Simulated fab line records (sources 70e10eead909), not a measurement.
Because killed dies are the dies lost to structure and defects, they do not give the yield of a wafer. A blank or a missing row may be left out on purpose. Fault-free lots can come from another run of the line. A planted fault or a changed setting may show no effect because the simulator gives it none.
Which tool did it? / flow nandHarc / Sampling: 10 lots, 30 wafers, 7 of 1302 route steps

WHAT THE GAUGES SHOWED, per wafer
NHARC_A_CHANNEL_HOLE_D2_INSPECT_12. Usual: rawDefectCount at 29, with a standard deviation of 21.
lot=L106; measured=day 14 11:35; on=defectInspect-01; rawDefectCount=53 57 53; flag=
lot=L107; measured=day 15 07:10; on=defectInspect-02; rawDefectCount=56 61 64; flag=
lot=L109; measured=day 15 20:35; on=defectInspect-01; rawDefectCount=8 12 8; flag=
lot=L117; measured=day 19 05:05; on=defectInspect-02; rawDefectCount=13 13 11; flag=
lot=L120; measured=day 20 14:59; on=defectInspect-01; rawDefectCount=8 13 15; flag=
lot=L121; measured=day 20 23:22; on=defectInspect-01; rawDefectCount=45 50 62; flag=
lot=L123; measured=day 21 09:42; on=defectInspect-02; rawDefectCount=24 22 11; flag=
lot=L122; measured=day 21 09:58; on=defectInspect-02; rawDefectCount=22 19 22; flag=
lot=L124; measured=day 21 23:55; on=defectInspect-01; rawDefectCount=17 31 23; flag=
lot=L125; measured=day 22 20:26; on=defectInspect-01; rawDefectCount=25 24 26; flag=

NHARC_A_CHANNEL_HOLE_D2_CD_MEAS_31. Usual: cdNm at 90.1 nm, with a standard deviation of 1.4.
lot=L106; measured=day 14 20:40; on=cdSem-03; cdNm (nm)=90.6 88.8 88.4; flag=
lot=L107; measured=day 15 16:15; on=cdSem-01; cdNm (nm)=0.9 0.9 1.3; flag=OFF
lot=L109; measured=day 16 04:47; on=cdSem-03; cdNm (nm)=0.0 0.5 0.1; flag=OFF
lot=L117; measured=day 19 11:52; on=cdSem-02; cdNm (nm)=89.4 88.8 90.3; flag=
lot=L120; measured=day 20 21:46; on=cdSem-02; cdNm (nm)=89.9 89.9 88.9; flag=
lot=L121; measured=day 21 08:08; on=cdSem-02; cdNm (nm)=87.8 89.3 89.9; flag=
lot=L123; measured=day 21 16:29; on=cdSem-01; cdNm (nm)=88.6 91.2 89.0; flag=
lot=L122; measured=day 21 16:44; on=cdSem-01; cdNm (nm)=90.7 90.5 90.4; flag=
lot=L124; measured=day 22 06:43; on=cdSem-02; cdNm (nm)=90.3 88.0 89.8; flag=
lot=L125; measured=day 23 03:13; on=cdSem-03; cdNm (nm)=89.6 91.6 90.1; flag=

NHARC_END_SORT_01. Usual: killedAtArray 57, standard deviation 18; killedAtOther 0.9, standard deviation 1.3; killedAtPeriphery 3.5, standard deviation 2.2; killedDies 62, standard deviation 18; killedOpen 3.0, standard deviation 1.7; killedShort 2.3, standard deviation 1.5.
lot=L107; measured=day 26 22:14; on=prober-01; killedAtArray=672 673 673; killedAtOther=0 1 1; killedAtPeriphery=5 3 3; killedDies=677 677 677; killedOpen=3 7 5; killedShort=2 4 1; flag=OFF
lot=L109; measured=day 27 20:34; on=prober-01; killedAtArray=670 672 672; killedAtOther=3 1 3; killedAtPeriphery=4 4 2; killedDies=677 677 677; killedOpen=1 5 1; killedShort=2 1 3; flag=OFF

EACH LOT AND THE TOOL THAT RAN IT (in order: tool; ch and the chambers of the sampled wafers; start)
lot=L106; NHARC_A_CHANNEL_HOLE_D2_ETCH_16=rieDiel-06 ch 0,1,3, day 14 18:19 or earlier; NHARC_A_CHANNEL_HOLE_D2_ETCH_25=harEtch-02 ch 0,1, day 14 18:19; NHARC_A_CHANNEL_HOLE_D2_STRIP_28=rieDiel-03 ch 0,1,3, day 14 20:40 or earlier; NHARC_A_CHANNEL_HOLE_D2_XSEM_32=xsem-02 ch 0, day 14 20:46
lot=L107; NHARC_A_CHANNEL_HOLE_D2_ETCH_16=rieDiel-08 ch 0,1,3, day 15 13:47 or earlier; NHARC_A_CHANNEL_HOLE_D2_ETCH_25=harEtch-01 ch 0,1, day 15 13:47; NHARC_A_CHANNEL_HOLE_D2_STRIP_28=rieDiel-08 ch 0,2, day 15 16:15 or earlier; NHARC_A_CHANNEL_HOLE_D2_XSEM_32=xsem-02 ch 0, day 15 16:21
lot=L109; NHARC_A_CHANNEL_HOLE_D2_ETCH_16=rieDiel-08 ch 0,1,2, day 16 02:18 or earlier; NHARC_A_CHANNEL_HOLE_D2_ETCH_25=harEtch-02 ch 0,1, day 16 02:18; NHARC_A_CHANNEL_HOLE_D2_STRIP_28=rieDiel-08 ch 1,2,3, day 16 04:47 or earlier; NHARC_A_CHANNEL_HOLE_D2_XSEM_32=xsem-01 ch 0, day 16 04:52
lot=L117; NHARC_A_CHANNEL_HOLE_D2_ETCH_16=rieDiel-08 ch 0,2,3, day 19 09:23 or earlier; NHARC_A_CHANNEL_HOLE_D2_ETCH_25=harEtch-01 ch 0,1, day 19 09:23; NHARC_A_CHANNEL_HOLE_D2_STRIP_28=rieDiel-03 ch 2,3, day 19 11:52 or earlier; NHARC_A_CHANNEL_HOLE_D2_XSEM_32=xsem-02 ch 0, day 19 11:57
lot=L120; NHARC_A_CHANNEL_HOLE_D2_ETCH_16=rieDiel-03 ch 0,3, day 20 19:08 or earlier; NHARC_A_CHANNEL_HOLE_D2_ETCH_25=harEtch-01 ch 0,1, day 20 19:08; NHARC_A_CHANNEL_HOLE_D2_STRIP_28=rieDiel-03 ch 1,2,3, day 20 21:46 or earlier; NHARC_A_CHANNEL_HOLE_D2_XSEM_32=xsem-02 ch 0, day 20 21:52
lot=L121; NHARC_A_CHANNEL_HOLE_D2_ETCH_16=rieDiel-08 ch 0,1,3, day 21 05:40 or earlier; NHARC_A_CHANNEL_HOLE_D2_ETCH_25=harEtch-01 ch 0,1, day 21 05:40; NHARC_A_CHANNEL_HOLE_D2_STRIP_28=rieDiel-08 ch 0,2,3, day 21 08:08 or earlier; NHARC_A_CHANNEL_HOLE_D2_XSEM_32=xsem-02 ch 0, day 21 08:14
lot=L123; NHARC_A_CHANNEL_HOLE_D2_ETCH_16=rieDiel-08 ch 0,1,2, day 21 14:09 or earlier; NHARC_A_CHANNEL_HOLE_D2_ETCH_25=harEtch-01 ch 0,1, day 21 14:09; NHARC_A_CHANNEL_HOLE_D2_STRIP_28=rieDiel-03 ch 0,2, day 21 16:29 or earlier; NHARC_A_CHANNEL_HOLE_D2_XSEM_32=xsem-02 ch 0, day 21 16:35
lot=L122; NHARC_A_CHANNEL_HOLE_D2_ETCH_16=rieDiel-03 ch 0,1,2, day 21 14:16 or earlier; NHARC_A_CHANNEL_HOLE_D2_ETCH_25=harEtch-02 ch 0,1, day 21 14:16; NHARC_A_CHANNEL_HOLE_D2_STRIP_28=rieDiel-08 ch 0,2,3, day 21 16:44 or earlier; NHARC_A_CHANNEL_HOLE_D2_XSEM_32=xsem-01 ch 0, day 21 16:50
lot=L124; NHARC_A_CHANNEL_HOLE_D2_ETCH_16=rieDiel-08 ch 1,3, day 22 04:14 or earlier; NHARC_A_CHANNEL_HOLE_D2_ETCH_25=harEtch-02 ch 0, day 22 04:14; NHARC_A_CHANNEL_HOLE_D2_STRIP_28=rieDiel-08 ch 0,1,2, day 22 06:43 or earlier; NHARC_A_CHANNEL_HOLE_D2_XSEM_32=xsem-02 ch 0, day 22 06:48
lot=L125; NHARC_A_CHANNEL_HOLE_D2_ETCH_16=rieDiel-08 ch 0,2,3, day 23 00:37 or earlier; NHARC_A_CHANNEL_HOLE_D2_ETCH_25=harEtch-02 ch 0,1, day 23 00:37; NHARC_A_CHANNEL_HOLE_D2_STRIP_28=rieDiel-08 ch 1,2,3, day 23 03:13 or earlier; NHARC_A_CHANNEL_HOLE_D2_XSEM_32=xsem-01 ch 0, day 23 03:19
- NHARC_A_CHANNEL_HOLE_D2_ETCH_16: etches the open film in O2/COS, target depth 3100 nm, time 806 s.
- NHARC_A_CHANNEL_HOLE_D2_ETCH_25: etches the open film in C4F8/O2/Ar, time 1040.2 s, target depth 1500 nm.
- NHARC_A_CHANNEL_HOLE_D2_STRIP_28: strips in O2.
- NHARC_A_CHANNEL_HOLE_D2_XSEM_32

WHAT THE TOOLS THEMSELVES READ (means of the sampled wafers that have a number; where no wafer has one, the mark that the record gives instead)
NHARC_A_CHANNEL_HOLE_D2_ETCH_16. Usual: biasW is 300.2 W with standard deviation 0.86, chamberPressureMTorr is 19.999 mTorr with standard deviation 0.018, drypumpMotorCurrentA is 5.7 A with standard deviation 0.5, oesProductAu is 0.999 a.u. with standard deviation 0.013, rfVppV is 314.5 V with standard deviation 2.3, showerheadPlenumPTorr is 3.14 Torr with standard deviation 0.14, and throttleValvePct is 28.329 % with standard deviation 0.0086.
lot=L106; tool=rieDiel-06; biasW (W)=300.2; chamberPressureMTorr (mTorr)=20.009; drypumpMotorCurrentA (A)=5.8; oesProductAu (a.u.)=0.998; rfVppV (V)=314.3; showerheadPlenumPTorr (Torr)=3.10; throttleValvePct (%)=28.324; flag=
lot=L107; tool=rieDiel-08; biasW (W)=299.1; chamberPressureMTorr (mTorr)=19.984; drypumpMotorCurrentA (A)=5.8; oesProductAu (a.u.)=1.008; rfVppV (V)=314.6; showerheadPlenumPTorr (Torr)=3.15; throttleValvePct (%)=28.334; flag=
lot=L109; tool=rieDiel-08; biasW (W)=300.3; chamberPressureMTorr (mTorr)=19.987; drypumpMotorCurrentA (A)=5.8; oesProductAu (a.u.)=0.991; rfVppV (V)=314.0; showerheadPlenumPTorr (Torr)=3.10; throttleValvePct (%)=28.338; flag=
lot=L117; tool=rieDiel-08; biasW (W)=300.5; chamberPressureMTorr (mTorr)=20.010; drypumpMotorCurrentA (A)=6.0; oesProductAu (a.u.)=1.010; rfVppV (V)=314.7; showerheadPlenumPTorr (Torr)=3.17; throttleValvePct (%)=28.320; flag=
lot=L120; tool=rieDiel-03; biasW (W)=300.1; chamberPressureMTorr (mTorr)=19.998; drypumpMotorCurrentA (A)=4.9; oesProductAu (a.u.)=1.005; rfVppV (V)=316.5; showerheadPlenumPTorr (Torr)=3.31; throttleValvePct (%)=28.335; flag=
lot=L121; tool=rieDiel-08; biasW (W)=300.1; chamberPressureMTorr (mTorr)=20.002; drypumpMotorCurrentA (A)=5.8; oesProductAu (a.u.)=1.011; rfVppV (V)=314.1; showerheadPlenumPTorr (Torr)=3.15; throttleValvePct (%)=28.328; flag=
lot=L123; tool=rieDiel-08; biasW (W)=299.9; chamberPressureMTorr (mTorr)=19.997; drypumpMotorCurrentA (A)=5.8; oesProductAu (a.u.)=1.003; rfVppV (V)=313.6; showerheadPlenumPTorr (Torr)=3.10; throttleValvePct (%)=28.325; flag=
lot=L122; tool=rieDiel-03; biasW (W)=300.4; chamberPressureMTorr (mTorr)=19.992; drypumpMotorCurrentA (A)=5.4; oesProductAu (a.u.)=1.001; rfVppV (V)=315.6; showerheadPlenumPTorr (Torr)=3.24; throttleValvePct (%)=28.331; flag=
lot=L124; tool=rieDiel-08; biasW (W)=300.3; chamberPressureMTorr (mTorr)=20.004; drypumpMotorCurrentA (A)=5.7; oesProductAu (a.u.)=1.000; rfVppV (V)=313.0; showerheadPlenumPTorr (Torr)=3.04; throttleValvePct (%)=28.331; flag=
lot=L125; tool=rieDiel-08; biasW (W)=300.6; chamberPressureMTorr (mTorr)=19.983; drypumpMotorCurrentA (A)=6.0; oesProductAu (a.u.)=1.015; rfVppV (V)=314.3; showerheadPlenumPTorr (Torr)=3.17; throttleValvePct (%)=28.322; flag=

NHARC_A_CHANNEL_HOLE_D2_ETCH_25. Usual: c4f8FlowSccm 93.8 sccm, standard deviation 0.31; chamberPressureMTorr 20.000 mTorr, standard deviation 0.019; drypumpMotorCurrentA 5.8 A, standard deviation 0.64; showerheadPlenumPTorr 3.69 Torr, standard deviation 0.1; throttleValvePct 32.236 %, standard deviation 0.0091.
lot=L106; tool=harEtch-02; c4f8FlowSccm (sccm)=93.9; chamberPressureMTorr (mTorr)=19.979; drypumpMotorCurrentA (A)=6.3; showerheadPlenumPTorr (Torr)=3.66; throttleValvePct (%)=32.235; flag=
lot=L107; tool=harEtch-01; c4f8FlowSccm (sccm)=-; chamberPressureMTorr (mTorr)=-; drypumpMotorCurrentA (A)=-; showerheadPlenumPTorr (Torr)=-; throttleValvePct (%)=-; flag=OFF
lot=L109; tool=harEtch-02; c4f8FlowSccm (sccm)=-; chamberPressureMTorr (mTorr)=-; drypumpMotorCurrentA (A)=-; showerheadPlenumPTorr (Torr)=-; throttleValvePct (%)=-; flag=OFF
lot=L117; tool=harEtch-01; c4f8FlowSccm (sccm)=93.4; chamberPressureMTorr (mTorr)=20.009; drypumpMotorCurrentA (A)=5.4; showerheadPlenumPTorr (Torr)=3.65; throttleValvePct (%)=32.229; flag=
lot=L120; tool=harEtch-01; c4f8FlowSccm (sccm)=93.8; chamberPressureMTorr (mTorr)=19.985; drypumpMotorCurrentA (A)=5.6; showerheadPlenumPTorr (Torr)=3.64; throttleValvePct (%)=32.234; flag=
lot=L121; tool=harEtch-01; c4f8FlowSccm (sccm)=94.1; chamberPressureMTorr (mTorr)=19.980; drypumpMotorCurrentA (A)=5.4; showerheadPlenumPTorr (Torr)=3.63; throttleValvePct (%)=32.224; flag=
lot=L123; tool=harEtch-01; c4f8FlowSccm (sccm)=94.0; chamberPressureMTorr (mTorr)=19.989; drypumpMotorCurrentA (A)=5.6; showerheadPlenumPTorr (Torr)=3.63; throttleValvePct (%)=32.242; flag=
lot=L122; tool=harEtch-02; c4f8FlowSccm (sccm)=94.3; chamberPressureMTorr (mTorr)=20.000; drypumpMotorCurrentA (A)=5.8; showerheadPlenumPTorr (Torr)=3.82; throttleValvePct (%)=32.240; flag=
lot=L124; tool=harEtch-02; c4f8FlowSccm (sccm)=93.6; chamberPressureMTorr (mTorr)=20.013; drypumpMotorCurrentA (A)=6.8; showerheadPlenumPTorr (Torr)=3.67; throttleValvePct (%)=32.232; flag=
lot=L125; tool=harEtch-02; c4f8FlowSccm (sccm)=94.2; chamberPressureMTorr (mTorr)=20.004; drypumpMotorCurrentA (A)=6.2; showerheadPlenumPTorr (Torr)=3.74; throttleValvePct (%)=32.241; flag=

NHARC_A_CHANNEL_HOLE_D2_STRIP_28. Usual: drypumpMotorCurrentA 5.7 A, standard deviation 0.49; oesProductAu 0.999 a.u., standard deviation 0.012; rfVppV 57.8 V, standard deviation 0.86; showerheadPlenumPTorr 3.54 Torr, standard deviation 0.15; throttleValvePct 17.036 %, standard deviation 0.01.
lot=L106; tool=rieDiel-03; drypumpMotorCurrentA (A)=5.4; oesProductAu (a.u.)=1.002; rfVppV (V)=58.8; showerheadPlenumPTorr (Torr)=3.66; throttleValvePct (%)=17.031; flag=
lot=L107; tool=rieDiel-08; drypumpMotorCurrentA (A)=5.9; oesProductAu (a.u.)=0.994; rfVppV (V)=57.4; showerheadPlenumPTorr (Torr)=3.53; throttleValvePct (%)=17.040; flag=
lot=L109; tool=rieDiel-08; drypumpMotorCurrentA (A)=5.8; oesProductAu (a.u.)=1.000; rfVppV (V)=57.4; showerheadPlenumPTorr (Torr)=3.46; throttleValvePct (%)=17.029; flag=
lot=L117; tool=rieDiel-03; drypumpMotorCurrentA (A)=4.8; oesProductAu (a.u.)=0.988; rfVppV (V)=58.1; showerheadPlenumPTorr (Torr)=3.71; throttleValvePct (%)=17.044; flag=
lot=L120; tool=rieDiel-03; drypumpMotorCurrentA (A)=5.3; oesProductAu (a.u.)=0.990; rfVppV (V)=59.1; showerheadPlenumPTorr (Torr)=3.65; throttleValvePct (%)=17.036; flag=
lot=L121; tool=rieDiel-08; drypumpMotorCurrentA (A)=5.9; oesProductAu (a.u.)=1.007; rfVppV (V)=59.0; showerheadPlenumPTorr (Torr)=3.59; throttleValvePct (%)=17.036; flag=
lot=L123; tool=rieDiel-03; drypumpMotorCurrentA (A)=4.9; oesProductAu (a.u.)=0.998; rfVppV (V)=58.2; showerheadPlenumPTorr (Torr)=3.72; throttleValvePct (%)=17.037; flag=
lot=L122; tool=rieDiel-08; drypumpMotorCurrentA (A)=6.0; oesProductAu (a.u.)=1.012; rfVppV (V)=57.6; showerheadPlenumPTorr (Torr)=3.59; throttleValvePct (%)=17.035; flag=
lot=L124; tool=rieDiel-08; drypumpMotorCurrentA (A)=5.8; oesProductAu (a.u.)=1.003; rfVppV (V)=57.5; showerheadPlenumPTorr (Torr)=3.50; throttleValvePct (%)=17.034; flag=
lot=L125; tool=rieDiel-08; drypumpMotorCurrentA (A)=5.8; oesProductAu (a.u.)=1.003; rfVppV (V)=57.4; showerheadPlenumPTorr (Torr)=3.46; throttleValvePct (%)=17.040; flag=

NHARC_A_CHANNEL_HOLE_D2_XSEM_32. Usual: botCdNm 74.8 nm, standard deviation 1.4; bowNm 8.61 nm, standard deviation 0.25; tiltDeg 0.08 degrees, standard deviation 0.038.
lot=L106; tool=xsem-02; botCdNm (nm)=74.1; bowNm (nm)=8.68; tiltDeg (degrees)=0.05; flag=
lot=L107; tool=xsem-02; botCdNm (nm)=1.1; bowNm (nm)=0.45; tiltDeg (degrees)=0.09; flag=OFF
lot=L109; tool=xsem-01; botCdNm (nm)=0.8; bowNm (nm)=0.16; tiltDeg (degrees)=0.06; flag=OFF
lot=L117; tool=xsem-02; botCdNm (nm)=74.4; bowNm (nm)=8.16; tiltDeg (degrees)=0.10; flag=
lot=L120; tool=xsem-02; botCdNm (nm)=74.3; bowNm (nm)=8.41; tiltDeg (degrees)=0.12; flag=
lot=L121; tool=xsem-02; botCdNm (nm)=74.5; bowNm (nm)=8.55; tiltDeg (degrees)=0.08; flag=
lot=L123; tool=xsem-02; botCdNm (nm)=74.8; bowNm (nm)=8.83; tiltDeg (degrees)=0.12; flag=
lot=L122; tool=xsem-01; botCdNm (nm)=74.3; bowNm (nm)=8.64; tiltDeg (degrees)=0.08; flag=
lot=L124; tool=xsem-02; botCdNm (nm)=74.2; bowNm (nm)=8.80; tiltDeg (degrees)=0.10; flag=
lot=L125; tool=xsem-01; botCdNm (nm)=74.6; bowNm (nm)=8.95; tiltDeg (degrees)=0.12; flag=

THE ANSWER, worked out from the rows above alone
Rule: take the mean of a lot's wafers that have a number; if it is more than 3 standard deviations from the usual mean, the lot is off. Also off: a lot with no number at a reading for which 4 or more lots have one. All remaining lots with rows at the step are treated as sound. First the gauges in route order, then the tools' own readings, where a lot's mean is used as printed above. The first step at which some lot is off is used, and at that step the reading that is off furthest; a lot without a number counts as furthest.
Off at NHARC_A_CHANNEL_HOLE_D2_CD_MEAS_31 (cdNm): L107, L109.
A tool fits if, at a process step before that reading, it ran every lot that is off, and no sound lot after the first of them. The gauges at NHARC_A_CHANNEL_HOLE_D2_CD_MEAS_31 aren't tried: what is off there is off at NHARC_END_SORT_01 too, on other tools, and a gauge's error can't cause that. Because NHARC_A_CHANNEL_HOLE_D2_ETCH_16 lacks a start for some lots, the hours and order of its lots are taken from NHARC_A_CHANNEL_HOLE_D2_ETCH_25. Because NHARC_A_CHANNEL_HOLE_D2_STRIP_28 lacks a start for some lots, the hours and order of its lots are taken from NHARC_A_CHANNEL_HOLE_D2_CD_MEAS_31. No candidate that was tried fits.

WHAT THE SIMULATOR PUT IN
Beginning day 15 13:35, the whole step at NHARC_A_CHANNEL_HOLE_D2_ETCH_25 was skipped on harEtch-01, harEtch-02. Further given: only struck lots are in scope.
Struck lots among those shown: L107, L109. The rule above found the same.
